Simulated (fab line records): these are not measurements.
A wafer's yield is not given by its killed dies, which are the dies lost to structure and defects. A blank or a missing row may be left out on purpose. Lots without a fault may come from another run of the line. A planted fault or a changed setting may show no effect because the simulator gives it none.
Split-lot experiment || flow n5Finfet || 7 lots, 21 wafers read, on a route of 1938 steps

ABOUT THE SPLIT
At N5_DUMMY_GATE_COAT_28 (time 60 s, resist thk 10 nm), the setting spinRpm was moved away from the recipe's 1500 rpm on 6 of the 21 wafers read, by -6.7% to +6.9%. This setting was run at the recipe's value on the other wafers.

The split's own step is where the reading is taken.

THE READING
underlayer_of_DUMMY_GATE_COAT_28.thkNm (the simulator's own value, which no gauge read), in nm, at N5_DUMMY_GATE_COAT_28 (time 60 s, resist thk 10 nm). No usual value for it is given in the file.

{"wafer": "L080.3", "tool, chamber at the split": "lithoTrack-02, 0", "spinRpm as run, rpm": 1500, "against the recipe": "recipe", "underlayer_of_DUMMY_GATE_COAT_28.thkNm, nm": 10, "against lot-mates on the recipe": "-"}
{"wafer": "L080.5", "tool, chamber at the split": "lithoTrack-02, 0", "spinRpm as run, rpm": 1500, "against the recipe": "recipe", "underlayer_of_DUMMY_GATE_COAT_28.thkNm, nm": 10, "against lot-mates on the recipe": "-"}
{"wafer": "L080.6", "tool, chamber at the split": "lithoTrack-02, 0", "spinRpm as run, rpm": 1500, "against the recipe": "recipe", "underlayer_of_DUMMY_GATE_COAT_28.thkNm, nm": 10, "against lot-mates on the recipe": "-"}
{"wafer": "L082.4", "tool, chamber at the split": "lithoTrack-02, 0", "spinRpm as run, rpm": 1500, "against the recipe": "recipe", "underlayer_of_DUMMY_GATE_COAT_28.thkNm, nm": 10, "against lot-mates on the recipe": "-"}
{"wafer": "L082.5", "tool, chamber at the split": "lithoTrack-02, 0", "spinRpm as run, rpm": 1500, "against the recipe": "recipe", "underlayer_of_DUMMY_GATE_COAT_28.thkNm, nm": 10, "against lot-mates on the recipe": "-"}
{"wafer": "L082.6", "tool, chamber at the split": "lithoTrack-02, 0", "spinRpm as run, rpm": 1500, "against the recipe": "recipe", "underlayer_of_DUMMY_GATE_COAT_28.thkNm, nm": 10, "against lot-mates on the recipe": "-"}
{"wafer": "L083.3", "tool, chamber at the split": "lithoTrack-01, 0", "spinRpm as run, rpm": 1453, "against the recipe": "-3.1%", "underlayer_of_DUMMY_GATE_COAT_28.thkNm, nm": 10.2, "against lot-mates on the recipe": "+0.2"}
{"wafer": "L083.4", "tool, chamber at the split": "lithoTrack-01, 0", "spinRpm as run, rpm": 1500, "against the recipe": "recipe", "underlayer_of_DUMMY_GATE_COAT_28.thkNm, nm": 10, "against lot-mates on the recipe": "-"}
{"wafer": "L083.5", "tool, chamber at the split": "lithoTrack-01, 0", "spinRpm as run, rpm": 1500, "against the recipe": "recipe", "underlayer_of_DUMMY_GATE_COAT_28.thkNm, nm": 10, "against lot-mates on the recipe": "-"}
{"wafer": "L084.1", "tool, chamber at the split": "lithoTrack-01, 0", "spinRpm as run, rpm": 1603, "against the recipe": "+6.9%", "underlayer_of_DUMMY_GATE_COAT_28.thkNm, nm": 9.6, "against lot-mates on the recipe": -0.4}
{"wafer": "L084.3", "tool, chamber at the split": "lithoTrack-01, 0", "spinRpm as run, rpm": 1500, "against the recipe": "recipe", "underlayer_of_DUMMY_GATE_COAT_28.thkNm, nm": 10, "against lot-mates on the recipe": "-"}
{"wafer": "L084.4", "tool, chamber at the split": "lithoTrack-01, 0", "spinRpm as run, rpm": 1500, "against the recipe": "recipe", "underlayer_of_DUMMY_GATE_COAT_28.thkNm, nm": 10, "against lot-mates on the recipe": "-"}
{"wafer": "L086.1", "tool, chamber at the split": "lithoTrack-03, 0", "spinRpm as run, rpm": 1400, "against the recipe": "-6.7%", "underlayer_of_DUMMY_GATE_COAT_28.thkNm, nm": 10.4, "against lot-mates on the recipe": "no lot-mate on the recipe"}
{"wafer": "L086.4", "tool, chamber at the split": "lithoTrack-03, 0", "spinRpm as run, rpm": 1400, "against the recipe": "-6.7%", "underlayer_of_DUMMY_GATE_COAT_28.thkNm, nm": 10.4, "against lot-mates on the recipe": "no lot-mate on the recipe"}
{"wafer": "L086.6", "tool, chamber at the split": "lithoTrack-03, 0", "spinRpm as run, rpm": 1400, "against the recipe": "-6.7%", "underlayer_of_DUMMY_GATE_COAT_28.thkNm, nm": 10.4, "against lot-mates on the recipe": "no lot-mate on the recipe"}
{"wafer": "L092.1", "tool, chamber at the split": "lithoTrack-02, 0", "spinRpm as run, rpm": 1500, "against the recipe": "recipe", "underlayer_of_DUMMY_GATE_COAT_28.thkNm, nm": 10, "against lot-mates on the recipe": "-"}
{"wafer": "L092.3", "tool, chamber at the split": "lithoTrack-02, 0", "spinRpm as run, rpm": 1500, "against the recipe": "recipe", "underlayer_of_DUMMY_GATE_COAT_28.thkNm, nm": 10, "against lot-mates on the recipe": "-"}
{"wafer": "L092.4", "tool, chamber at the split": "lithoTrack-02, 0", "spinRpm as run, rpm": 1595, "against the recipe": "+6.3%", "underlayer_of_DUMMY_GATE_COAT_28.thkNm, nm": 9.8, "against lot-mates on the recipe": -0.2}
{"wafer": "L097.2", "tool, chamber at the split": "lithoTrack-03, 0", "spinRpm as run, rpm": 1500, "against the recipe": "recipe", "underlayer_of_DUMMY_GATE_COAT_28.thkNm, nm": 10, "against lot-mates on the recipe": "-"}
{"wafer": "L097.4", "tool, chamber at the split": "lithoTrack-03, 0", "spinRpm as run, rpm": 1500, "against the recipe": "recipe", "underlayer_of_DUMMY_GATE_COAT_28.thkNm, nm": 10, "against lot-mates on the recipe": "-"}
{"wafer": "L097.6", "tool, chamber at the split": "lithoTrack-03, 0", "spinRpm as run, rpm": 1500, "against the recipe": "recipe", "underlayer_of_DUMMY_GATE_COAT_28.thkNm, nm": 10, "against lot-mates on the recipe": "-"}

FIT RESULTS
A straight line over all 21 wafers: underlayer_of_DUMMY_GATE_COAT_28.thkNm changes by -0.0543 nm for each +1% of spinRpm; r = -0.98; the points scatter about the line by 0.035 nm.
The same after taking each lot's own level away (the mean of its wafers on the recipe; 18 wafers): -0.0483 nm for each +1%; r = -0.96; scatter 0.033 nm.
Per that fit: largest spinRpm move, reading shift of 0.33 nm.
The lots' own levels span 10.00 to 10.00 nm.
Thus the slope moves with the lot-to-lot level: the two fits are different.
Check: for one of the wafers moved furthest among these (+6.9%), held out of the fit, the line's prediction against its lot-mates is -0.256 nm. It came out at -0.4 nm against them.

OTHER SPLITS ON THESE WAFERS
Before the reading, these wafers also passed through other splits. Each is held against what the fit with the lots' levels taken away leaves over:
{"other split on the same wafers": "N5_WELL_APT_COAT_02 spinRpm", "wafers away from the commonest value": 9, "r with underlayer_of_DUMMY_GATE_COAT_28.thkNm (lot level and that fit taken away)": "+0.16"}
{"other split on the same wafers": "N5_FIN_SAQP_PEB_14 pebTimeS", "wafers away from the commonest value": 4, "r with underlayer_of_DUMMY_GATE_COAT_28.thkNm (lot level and that fit taken away)": "+0.05"}

FILE'S OWN FIT
underlayer_of_DUMMY_GATE_COAT_28.thkNm changes by -0.0478 nm for each +1% of spinRpm, r = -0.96.
